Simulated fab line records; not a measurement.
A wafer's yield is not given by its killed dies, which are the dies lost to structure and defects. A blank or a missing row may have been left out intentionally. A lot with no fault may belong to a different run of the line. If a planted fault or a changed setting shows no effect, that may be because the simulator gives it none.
fab line records | flow n5_finfet
[record] lots = 7 wafers = 21
route steps=1938 shown BEOL_M11@1562 BEOL_M13@1665 BEOL_M14@1762 BEOL_M15@1797 MIM_BOT_ETCH@1866
start_h: hours from the record's opening day to when the first of the lot's shown wafers began | wait_h: time in hours since the lot's previous step | " the same as in the row above | L1.1+2: a single row standing in for several wafers | - no value, or no start given | * or withheld: withheld | < > ~ a bound
route shown NAME@n: NAME is a module with steps in the file, n the number in the route of the first one | usual: mean/standard deviation taken from wafers without a fault | same: alike in all rows | chamber/n: place in a boat | sites: each site's reading | _std_site: standard deviation across them | _edge_site: inner sites' mean taken away from outer sites' mean | radius_mm: for every site, how far away it sits from the centre of the wafer | mask NAME#n: copy n | behind: the tool/chamber that last shaped the wafer | hold: why the lot went on hold/how many hours it stayed there/how the hold came to an end | device: whichever transistor did not switch (one of n, p or np) | end of line: the same wafers' tests at the end of the route | a step given without rows: its recipe and nothing more | killed: not the wafer's yield, but the dies lost to structure and defects at the first sort | map: dies across one wafer; x = killed, . = not, _ = none there
set.NAME: the setting as run; set.NAME@STEP: as run at that earlier step | model.NAME: the simulator's own value behind a step, which no gauge read
one table per step and one row per wafer, for lots whose settings were changed on purpose
[[steps]]
[step N5_BEOL_M11_COAT_22]
[recipe] resist = CAR-ArF spin_rpm = 1500 resist_thk_nm = 90
// columns lot.wafer tool chamber start_h wait_h set.spin_rpm model.CAR-ArF_of_BEOL_M11_COAT_22.thk_nm
L074.3+4 litho_track-03 0 - - 1500 89.8
L074.6 " 0 " " 1407 93
L082.3+4+5 litho_track-03 0 - - 1500 89.6
L084.2 litho_track-01 0 - - 1500 90
L084.5+6 " 0 " " 1500 89.8
L087.2+3 litho_track-04 0 - - 1441 92.2
L087.4 " 0 " " 1500 90.4
L089.3 litho_track-04 0 - - 1500 90
L089.4+6 " 0 " " 1595 87.2
L096.1 litho_track-01 0 - - 1500 89.8
L096.2 " 0 " " 1500 90
L096.6 " 0 " " 1500 90.2
L097.4 litho_track-03 0 - - 1562 87.8
L097.5 " 0 " " 1500 89.8
L097.6 " 0 " " 1562 88
[step N5_BEOL_M11_EBR_24]
[recipe] solvent = PGMEA ebr_width_mm = 1.5
[step N5_BEOL_M11_SOFTBAKE_23]
[recipe] temp_c = 110 time_s = 60 resist = CAR-ArF
[step N5_BEOL_M11_EXPOSE_25]
[recipe] mask_id = V10 na = 1.35 source_shape = annular sigma_inner = 0.5 sigma_outer = 0.8 polarization = unpolarized dose_mj = 85.5
[step N5_BEOL_M11_PEB_26]
[recipe] peb_temp_c = withheld peb_time_s = 60 resist = CAR-ArF
[step N5_BEOL_M11_DEVELOP_27]
[recipe] develop_time_s = 30 developer = TMAH resist = CAR-ArF rinse_liquid = diw dry = air_spin dev_temp_c = 23
// columns lot.wafer tool chamber start_h wait_h set.spin_rpm@BEOL_M11_COAT_22 model.CAR-ArF_of_BEOL_M11_COAT_22.thk_nm
L074.3 litho_track-04 0 - - 1500 88
L074.4 " 0 " " 1500 88.2
L074.6 " 0 " " 1407 91.4
L082.3+4+5 litho_track-03 0 - - 1500 87.8
L084.2+6 litho_track-01 0 - - 1500 88.2
L084.5 " 0 " " 1500 88
L087.2+3 litho_track-03 0 - - 1441 90.4
L087.4 " 0 " " 1500 88.8
L089.3 litho_track-01 0 - - 1500 88.2
L089.4+6 " 0 " " 1595 85.6
L096.1 litho_track-01 0 - - 1500 88
L096.2+6 " 0 " " 1500 88.4
L097.4+6 litho_track-01 0 - - 1562 86.2
L097.5 " 0 " " 1500 88.2
[step N5_BEOL_M11_DESCUM_33]
[recipe] chemistry = O2 time_s = 7.9 source_power_w = 50 bias_power_w = 20 pressure_mtorr = 20 rf_frequency_hz = 2.712e+07 temp_c = 40 resist = CAR-ArF o2_flow_sccm = 225
// columns lot.wafer tool chamber start_h wait_h set.spin_rpm@BEOL_M11_COAT_22 model.CAR-ArF_of_BEOL_M11_COAT_22.thk_nm
L074.3 rie_diel-04 2 215.62 0.2 1500 83.2
L074.4 " 2 " " 1500 83.4
L074.6 " 1 " " 1407 86.6
L082.3+4+5 rie_diel-01 3,0,3 276.56 0.5 1500 83
L084.2+6 rie_diel-04 2,0 285.70 0.0 1500 83.4
L084.5 " 3 " " 1500 83.2
L087.2+3 rie_diel-04 3,0 307.31 0.3 1441 85.6
L087.4 " 2 " " 1500 83.8
L089.3 rie_diel-01 3 315.35 0.0 1500 83.4
L089.4+6 " 2,3 " " 1595 80.6
L096.1 rie_diel-05 2 358.55 0.0 1500 83.4
L096.2 " 3 " " 1500 83.6
L096.6 " 2 " " 1500 83.8
L097.4+6 rie_diel-05 0 359.01 0.3 1562 81.2
L097.5 " 3 " " 1500 83.4
[step N5_BEOL_M13_EXPOSE_07]
[recipe] mask_id = V12 na = 0.93 source_shape = conventional sigma_outer = 0.6 polarization = unpolarized attpsm_phase_deg = 180 dose_mj = 24.8
// columns lot.wafer tool chamber start_h wait_h mask set.dose_mj
L074.3+4+6 krf_scanner-01 0 223.62 - V12#0 24.8
L082.3+4 krf_scanner-02 0 286.33 - V12#0 26.5
L082.5 " 0 " " V12#0 24.8
L084.2+5+6 krf_scanner-01 0 297.06 - V12#0 24.8
L087.2 krf_scanner-02 0 315.32 - V12#0 24.8
L087.3+4 " 0 " " V12#0 23.91
L089.3+4 krf_scanner-01 0 325.64 - V12#0 23.09
L089.6 " 0 " " V12#0 24.8
L096.1+2+6 krf_scanner-01 0 371.22 - V12#0 24.8
L097.4+5+6 krf_scanner-02 0 371.60 - V12#0 24.8
[step N5_BEOL_M13_PEB_08]
[recipe] peb_temp_c = 130 peb_time_s = 90
[step N5_BEOL_M13_DEVELOP_09]
[recipe] develop_time_s = 45 rinse_liquid = diw dry = air_spin dev_temp_c = 21
[step N5_BEOL_M13_HARDBAKE_14]
[recipe] temp_c = 130 time_s = 120
[step N5_BEOL_M13_CD_MEAS_10]
[recipe] target_cd_nm = 190 landing_energy_ev = 500 detector = se_inlens polarity = opening
[usual] cd_nm = 191.0/1.7
// columns lot.wafer tool chamber start_h wait_h set.dose_mj@BEOL_M13_EXPOSE_07 cd_nm
L074.3 cd_sem-01 0 223.78 - 24.8 188.7
L074.4 " 0 " " 24.8 191.1
L074.6 " 0 " " 24.8 191.2
L082.3 cd_sem-02 0 286.49 - 26.5 199.3
L082.4 " 0 " " 26.5 199.8
L082.5 " 0 " " 24.8 190.5
L084.2 cd_sem-03 0 297.23 - 24.8 191.0
L084.5 " 0 " " 24.8 190.0
L084.6 " 0 " " 24.8 190.9
L087.2 cd_sem-01 0 315.48 - 24.8 192.0
L087.3 " 0 " " 23.91 188.3
L087.4 " 0 " " 23.91 188.3
L089.3 cd_sem-03 0 325.80 - 23.09 183.4
L089.4 " 0 " " 23.09 183.2
L089.6 " 0 " " 24.8 192.0
L096.1 cd_sem-03 0 371.39 - 24.8 191.4
L096.2 " 0 " " 24.8 189.5
L096.6 " 0 " " 24.8 193.8
L097.4 cd_sem-01 0 371.76 - 24.8 188.7
L097.5 " 0 " " 24.8 188.9
L097.6 " 0 " " 24.8 191.0
[step N5_BEOL_M13_DESCUM_15]
[recipe] chemistry = O2 time_s = 7.9 source_power_w = 50 bias_power_w = 20 pressure_mtorr = 20 rf_frequency_hz = 2.712e+07 temp_c = 40 o2_flow_sccm = 225
// columns lot.wafer tool chamber start_h wait_h set.time_s
L074.3+4 rie_diel-05 0,3 223.87 0.0 9.526
L074.6 " 3 " " 7.9
L082.3 rie_diel-05 2 286.61 0.1 7.9
L082.4+5 " 0,2 " " 9.36
L084.2+5+6 rie_diel-01 2,2,3 297.32 0.0 7.9
L087.2+3+4 rie_diel-05 0,1,3 315.81 0.3 6.323
L089.3+4+6 rie_diel-05 1,3,2 325.88 0.0 7.9
L096.1+2 rie_diel-01 0,2 371.48 0.0 7.9
L096.6 " 0 " " 6.595
L097.4+5+6 rie_diel-01 2,1,0 371.84 0.0 7.9
[step N5_BEOL_M13_ETCH_59]
[recipe] chemistry = N2/H2 target = BARC target_depth_a = 890 overetch_a = 267 time_s = 67.9 ion_energy_ev = 200 pressure_mtorr = 30 source_w = 840 bias_w = 150 n2_flow_sccm = 200 h2_flow_sccm = 200
[step N5_BEOL_M13_VIA_ETCH_16]
[recipe] chemistry = C4F8/O2/Ar target = SiOC pressure_mtorr = 30 source_w = 3000 bias_w = 700 Ar_flow_sccm = 400 C4F8_flow_sccm = 15 O2_flow_sccm = 8 he_inner_torr = 15 he_outer_torr = 30 target_depth_a = 9217 time_s = withheld ion_energy_ev = 250 ends = cleared
[step N5_BEOL_M13_STRIP_71]
[recipe] chemistry = post_etch_residue_remover time_s = 60 temp_c = 25 remover_ph = withheld remover_water_wt_pct = withheld remover_fluoride_wt_pct = withheld
[step N5_BEOL_M13_SRD_72]
[recipe] time_s = 30 temp_c = 23 rinse_liquid = diw dry = n2_spin spin_rpm = 1500 dry_time_s = 30
[step N5_BEOL_M13_CD_MEAS_17]
[recipe] target_cd_nm = 190 polarity = opening
[usual] cd_nm = 191.2/2
// columns lot.wafer tool chamber start_h wait_h set.dose_mj@BEOL_M13_EXPOSE_07 cd_nm
L074.3 cd_sem-03 - 224.40 0.0 24.8 189.4
L074.4 " - " " 24.8 190.9
L074.6 " - " " 24.8 190.7
L082.3 cd_sem-02 - 287.27 0.0 26.5 197.1
L082.4 " - " " 26.5 200.1
L082.5 " - " " 24.8 189.0
L084.2 cd_sem-02 - 297.85 0.0 24.8 191.2
L084.5 " - " " 24.8 190.4
L084.6 " - " " 24.8 190.6
L087.2 cd_sem-01 - 316.34 0.0 24.8 193.3
L087.3 " - " " 23.91 188.7
L087.4 " - " " 23.91 188.9
L089.3 cd_sem-02 - 326.42 0.0 23.09 183.7
L089.4 " - " " 23.09 184.2
L089.6 " - " " 24.8 191.6
L096.1 cd_sem-01 - 372.01 0.0 24.8 190.4
L096.2 " - " " 24.8 190.3
L096.6 " - " " 24.8 191.8
L097.4 cd_sem-02 - 372.38 0.0 24.8 189.1
L097.5 " - " " 24.8 187.9
L097.6 " - " " 24.8 189.1
[step N5_BEOL_M13_COAT_65]
[recipe] resist = SOC temp_c = 250 time_s = 60 spin_rpm = 1500 resist_thk_nm = 350
// columns lot.wafer tool chamber start_h wait_h set.spin_rpm model.SOC_of_BEOL_M13_COAT_65.thk_nm
L074.3 litho_track-04 0 224.44 0.0 1500 349.4
L074.4 " 0 " " 1500 351
L074.6 " 0 " " 1500 350
L082.3 litho_track-01 0 287.30 0.0 1500 347.2
L082.4 " 0 " " 1500 347
L082.5 " 0 " " 1500 349.4
L084.2 litho_track-01 0 297.88 0.0 1500 349.8
L084.5 " 0 " " 1500 349.6
L084.6 " 0 " " 1500 349.4
L087.2 litho_track-02 0 316.38 0.0 1376 365.8
L087.3 " 0 " " 1500 351.2
L087.4 " 0 " " 1376 365.6
L089.3 litho_track-04 0 326.45 0.0 1413 359.2
L089.4 " 0 " " 1413 360.6
L089.6 " 0 " " 1413 358.2
L096.1 litho_track-02 0 372.05 0.0 1335 368
L096.2 " 0 " " 1500 348
L096.6 " 0 " " 1500 347.6
L097.4 litho_track-02 0 372.41 0.0 1500 349.8
L097.5 " 0 " " 1575 340.6
L097.6 " 0 " " 1500 348.6
[step N5_BEOL_M14_SPUTTER_43]
[recipe] material = TaN target_thk_a = 150 temp_c = 50 bias_v = 168.6 power_w = 15000 chamber_pressure_pa = 0.12 time_s = 24.19
// columns lot.wafer tool chamber start_h wait_h set.time_s model.TaN_of_BEOL_M14_SPUTTER_43.thk_nm
L074.3 pvd_sputter-01 - 238.79 0.0 27.49 17.2
L074.4 " - " " 24.19 14.8
L074.6 " - " " 27.49 17
L082.3 pvd_sputter-02 - 294.95 0.0 24.19 15.2
L082.4 " - " " 24.19 14.8
L082.5 " - " " 27.69 17
L084.2 pvd_sputter-02 - 305.24 0.0 24.19 14.8
L084.5 " - " " 24.19 14.6
L084.6 " - " " 24.19 14.2
L087.2 pvd_sputter-03 - 325.13 0.0 26.07 16
L087.3 " - " " 24.19 15
L087.4 " - " " 26.07 15.8
L089.3 pvd_sputter-02 - 336.84 0.0 22.49 14.2
L089.4 " - " " 24.19 15.4
L089.6 " - " " 22.49 13.6
L096.1 pvd_sputter-03 - 382.50 0.0 24.19 14.8
L096.2+6 " - " " 24.19 15
L097.4 pvd_sputter-03 - 383.42 0.0 24.19 14.6
L097.5+6 " - " " 24.19 14.8
[step N5_BEOL_M15_COAT_22]
[recipe] spin_rpm = 1704 resist_thk_nm = 800
// columns lot.wafer tool chamber start_h wait_h set.spin_rpm model.coat_of_BEOL_M15_COAT_22.thk_nm
L074.3 litho_track-02 0 - - 1704 800
L074.4 " 0 " " 1704 800.8
L074.6 " 0 " " 1704 799.8
L082.3 litho_track-05 0 - - 1704 800.2
L082.4 " 0 " " 1704 799.6
L082.5 " 0 " " 1704 799
L084.2 litho_track-05 0 - - 1704 802.2
L084.5 " 0 " " 1704 801.2
L084.6 " 0 " " 1704 802.4
L087.2 litho_track-02 0 - - 1704 798.4
L087.3 " 0 " " 1704 800.2
L087.4 " 0 " " 1704 797.2
L089.3 litho_track-01 0 - - 1704 800
L089.4 " 0 " " 1587 831.4
L089.6 " 0 " " 1704 804.2
L096.1 litho_track-05 0 - - 1704 802.6
L096.2 " 0 " " 1525 850.4
L096.6 " 0 " " 1525 848.6
L097.4 litho_track-02 0 - - 1891 756.2
L097.5 " 0 " " 1704 796.4
L097.6 " 0 " " 1891 756
[step N5_BEOL_M15_EBR_24]
[recipe] solvent = PGMEA ebr_width_mm = 1.5
[step N5_BEOL_M15_SOFTBAKE_23]
[recipe] temp_c = 130 time_s = 60
[step N5_BEOL_M15_DESCUM_33]
[recipe] chemistry = O2 time_s = 7.9 source_power_w = 50 bias_power_w = 20 pressure_mtorr = 20 rf_frequency_hz = 2.712e+07 temp_c = 40 o2_flow_sccm = 225
[step N5_BEOL_M15_ETCH_61]
[recipe] chemistry = N2/H2 target = BARC target_depth_a = 890 overetch_a = 267 time_s = 67.9 ion_energy_ev = 200 pressure_mtorr = 30 source_w = 840 bias_w = 150 n2_flow_sccm = 200 h2_flow_sccm = 200
// columns lot.wafer tool chamber start_h wait_h set.spin_rpm@BEOL_M15_COAT_22 model.coat_of_BEOL_M15_COAT_22.thk_nm
L074.3 rie_diel-04 3 244.38 0.0 1704 715.6
L074.4 " 0 " " 1704 718.8
L074.6 " 1 " " 1704 715.8
L082.3 rie_diel-01 2 298.73 0.0 1704 716
L082.4 " 1 " " 1704 720.8
L082.5 " 0 " " 1704 716.4
L084.2 rie_diel-05 2 309.02 0.0 1704 722.6
L084.5 " 3 " " 1704 723.4
L084.6 " 0 " " 1704 718.6
L087.2 rie_diel-05 3 328.95 0.0 1704 721.2
L087.3 " 2 " " 1704 720.6
L087.4 " 2 " " 1704 717.2
L089.3 rie_diel-04 3 340.61 0.0 1704 717.2
L089.4 " 0 " " 1587 750.8
L089.6 " 2 " " 1704 720.4
L096.1 rie_diel-05 3 386.42 0.0 1704 724.4
L096.2 " 0 " " 1525 764.4
L096.6 " 1 " " 1525 768.2
L097.4 rie_diel-05 2 388.11 0.0 1891 676.4
L097.5 " 3 " " 1704 718.4
L097.6 " 0 " " 1891 669.6
[step N5_BEOL_M15_TRENCH_ETCH_34]
[recipe] chemistry = C4F8/O2/Ar target = SiO2 target_depth_a = 8729.3 he_inner_torr = 15 he_outer_torr = 30 time_s = 199 ion_energy_ev = 800 pressure_mtorr = 20 source_w = 1905 bias_w = 2040 Ar_flow_sccm = 400 C4F8_flow_sccm = 16 O2_flow_sccm = 12
// columns lot.wafer tool chamber start_h wait_h set.time_s model.etch.depth_nm
L074.3 rie_diel-04 3 244.43 0.0 199 893.9
L074.4 " 0 " " 199 875.1
L074.6 " 1 " " 187.2 829.7
L082.3 rie_diel-01 2 298.78 0.0 199 881.4
L082.4 " 1 " " 199 849.1
L082.5 " 0 " " 199 856
L084.2 rie_diel-05 2 309.07 0.0 199 870.2
L084.5 " 3 " " 199 838
L084.6 " 0 " " 199 875.5
L087.2 rie_diel-05 3 329.00 0.0 199 829.6
L087.3 " 2 " " 199 853.7
L087.4 " 2 " " 199 856.7
L089.3 rie_diel-04 3 340.67 0.0 199 878.9
L089.4 " 0 " " 162.6 692.3
L089.6 " 2 " " 162.6 715.6
L096.1 rie_diel-05 3 386.48 0.0 199 823.7
L096.2 " 0 " " 199 902.1
L096.6 " 1 " " 199 847.3
L097.4 rie_diel-05 2 388.16 0.0 199 867.1
L097.5 " 3 " " 239.6 994.2
L097.6 " 0 " " 199 900.6
[step N5_BEOL_M15_STRIP_36]
[recipe] chemistry = O2 power_w = 600 temp_c = 60 pressure_mtorr = 30 rf_frequency_hz = 6e+07 bias_power_w = 0 overash_fraction = 0.3 o2_flow_sccm = 225
[step N5_BEOL_M15_ECD_47]
[recipe] material = Cu target_thk_a = 18600
[step N5_BEOL_M15_ANNEAL_48]
[recipe] temp_c = 225 time_s = 90 ambient = N2
[step N5_BEOL_M15_CMP_49]
[recipe] stop_on = SiO2 t_overpolish_s = 4.9 down_force_psi = 2 platen_rpm = 80 clearing_platen_down_force_psi = 2 clearing_platen_rpm = 80 post_cmp_clean = cu_alkaline target_thk_nm = 850 clearing_platen_pad_velocity_m_s = 1.5917 pad_velocity_m_s = 1.5917
// columns lot.wafer tool chamber start_h wait_h set.time_s@BEOL_M15_TRENCH_ETCH_34 model.Cu_of_BEOL_M15_ECD_47.thk_nm
L074.3 cmp-02 2 248.64 1.0 199 869.6
L074.4 " 1 " " 199 849.6
L074.6 " 2 " " 187.2 805
L082.4 cmp-02 2 300.43 0.1 199 825.6
L082.3 " 3 " " 199 860
L082.5 " 3 " " 199 836.6
L084.2 cmp-02 2 313.56 0.3 199 846.4
L084.5 " 3 " " 199 818
L084.6 " 0 " " 199 851.6
L087.2 cmp-03 1 331.44 0.3 199 805
L087.4 " 2 " " 199 830.2
L087.3 " 3 " " 199 830.6
L089.4 cmp-02 3 343.38 0.2 162.6 672
L089.3 " 1 " " 199 854.6
L089.6 " 2 " " 162.6 692.4
L096.2 cmp-03 2 388.66 0.3 199 877
L096.1 " 0 " " 199 799.8
L096.6 " 2 " " 199 821.2
L097.4 cmp-02 0 391.85 0.2 199 842.2
L097.5 " 2 " " 239.6 969.2
L097.6 " 3 " " 199 880.4
[step N5_BEOL_M15_THK_MEAS_50]
[recipe] thk_meas_gauge = xrf reads = Cu_of_BEOL_M15_ECD_47
[usual] M15_THK = 857/19
// columns lot.wafer tool chamber start_h wait_h set.time_s@BEOL_M15_TRENCH_ETCH_34 M15_THK[nm]
L074.3 film_metro-02 - 248.94 - 199 872
L074.4 " - " " 199 851
L074.6 " - " " 187.2 807
L082.3 film_metro-01 - 300.73 - 199 878
L082.4 " - " " 199 840
L082.5 " - " " 199 853
L084.2 film_metro-01 - 313.74 - 199 863
L084.5 " - " " 199 837
L084.6 " - " " 199 868
L087.2 film_metro-01 - 331.73 - 199 819
L087.3 " - " " 199 847
L087.4 " - " " 199 845
L089.3 film_metro-01 - 343.64 - 199 882
L089.4 " - " " 162.6 694
L089.6 " - " " 162.6 714
L096.1 film_metro-01 - 388.91 - 199 816
L096.2 " - " " 199 895
L096.6 " - " " 199 840
L097.4 film_metro-01 - 392.07 - 199 858
L097.5 " - " " 239.6 990
L097.6 " - " " 199 898
[step N5_MIM_BOT_ETCH_ETCH_04]
[recipe] chemistry = CF4/O2 target = SiNx target_depth_a = 260 time_s = 13 ion_energy_ev = 100 pressure_mtorr = 40 source_w = 535 bias_w = 49 Ar_flow_sccm = 100 cf4_flow_sccm = 100 O2_flow_sccm = 10
// columns lot.wafer tool chamber start_h wait_h set.time_s model.etch.depth_nm
L074.3 rie_diel-03 2 255.15 0.0 15.42 29.23
L074.4 " 1 " " 13 25.55
L074.6 " 1 " " 13 25.48
L082.3 rie_diel-02 2 305.27 0.0 13 26.6
L082.4 " 2 " " 15.73 32.43
L082.5 " 1 " " 15.73 30.89
L084.2 rie_diel-06 2 319.91 0.0 13 26.53
L084.5 " 0 " " 13 24.47
L084.6 " 1 " " 13 26.57
L087.2 rie_diel-02 2 336.94 0.0 15.66 32.21
L087.3 " 1 " " 13 26
L087.4 " 0 " " 13 26.83
L089.3 rie_diel-03 3 347.64 0.0 13 24.72
L089.4 " 2 " " 13 24.64
L089.6 " 0 " " 13 26.99
L096.1 rie_diel-02 2 396.39 0.0 13 26.71
L096.2 " 3 " " 13 26.08
L096.6 " 1 " " 13 25.8
L097.4 rie_diel-06 1 397.65 0.0 11.68 23.61
L097.5 " 3 " " 13 25.71
L097.6 " 0 " " 11.68 22.32
[[key]]
[split] step = N5_BEOL_M11_COAT_22 setting = spin_rpm stated = 1500 by = wafer
[response] step = N5_BEOL_M11_COAT_22 reading = model.CAR-ArF_of_BEOL_M11_COAT_22.thk_nm change = -0.473 per = 1% r = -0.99
[response] step = N5_BEOL_M11_DEVELOP_27 reading = model.CAR-ArF_of_BEOL_M11_COAT_22.thk_nm change = -0.463 per = 1% r = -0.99
[response] step = N5_BEOL_M11_DESCUM_33 reading = model.CAR-ArF_of_BEOL_M11_COAT_22.thk_nm change = -0.489 per = 1% r = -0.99
[split] step = N5_BEOL_M13_EXPOSE_07 setting = dose_mj stated = 24.8 by = wafer
[response] step = N5_BEOL_M13_CD_MEAS_10 reading = cd_nm change = +1.26 per = 1% r = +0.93
[response] step = N5_BEOL_M13_CD_MEAS_17 reading = cd_nm change = +1.25 per = 1% r = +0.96
[split] step = N5_BEOL_M13_DESCUM_15 setting = time_s stated = 7.9 by = wafer
response none clear
[split] step = N5_BEOL_M13_COAT_65 setting = spin_rpm stated = 1500 by = wafer
[response] step = N5_BEOL_M13_COAT_65 reading = model.SOC_of_BEOL_M13_COAT_65.thk_nm change = -1.8 per = 1% r = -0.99
[split] step = N5_BEOL_M14_SPUTTER_43 setting = time_s stated = 24.19 by = wafer
[response] step = N5_BEOL_M14_SPUTTER_43 reading = model.TaN_of_BEOL_M14_SPUTTER_43.thk_nm change = +0.154 per = 1% r = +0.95
[split] step = N5_BEOL_M15_COAT_22 setting = spin_rpm stated = 1704 by = wafer
[response] step = N5_BEOL_M15_COAT_22 reading = model.coat_of_BEOL_M15_COAT_22.thk_nm change = -4.09 per = 1% r = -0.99
[response] step = N5_BEOL_M15_ETCH_61 reading = model.coat_of_BEOL_M15_COAT_22.thk_nm change = -4.17 per = 1% r = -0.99
[split] step = N5_BEOL_M15_TRENCH_ETCH_34 setting = time_s stated = 199 by = wafer
[response] step = N5_BEOL_M15_TRENCH_ETCH_34 reading = model.etch.depth_nm change = +7.35 per = 1% r = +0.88
[response] step = N5_BEOL_M15_CMP_49 reading = model.Cu_of_BEOL_M15_ECD_47.thk_nm change = +7.22 per = 1% r = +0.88
[response] step = N5_BEOL_M15_THK_MEAS_50 reading = M15_THK change = +7.46 per = 1% r = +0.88
[split] step = N5_MIM_BOT_ETCH_ETCH_04 setting = time_s stated = 13 by = wafer
[response] step = N5_MIM_BOT_ETCH_ETCH_04 reading = model.etch.depth_nm change = +0.246 per = 1% r = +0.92
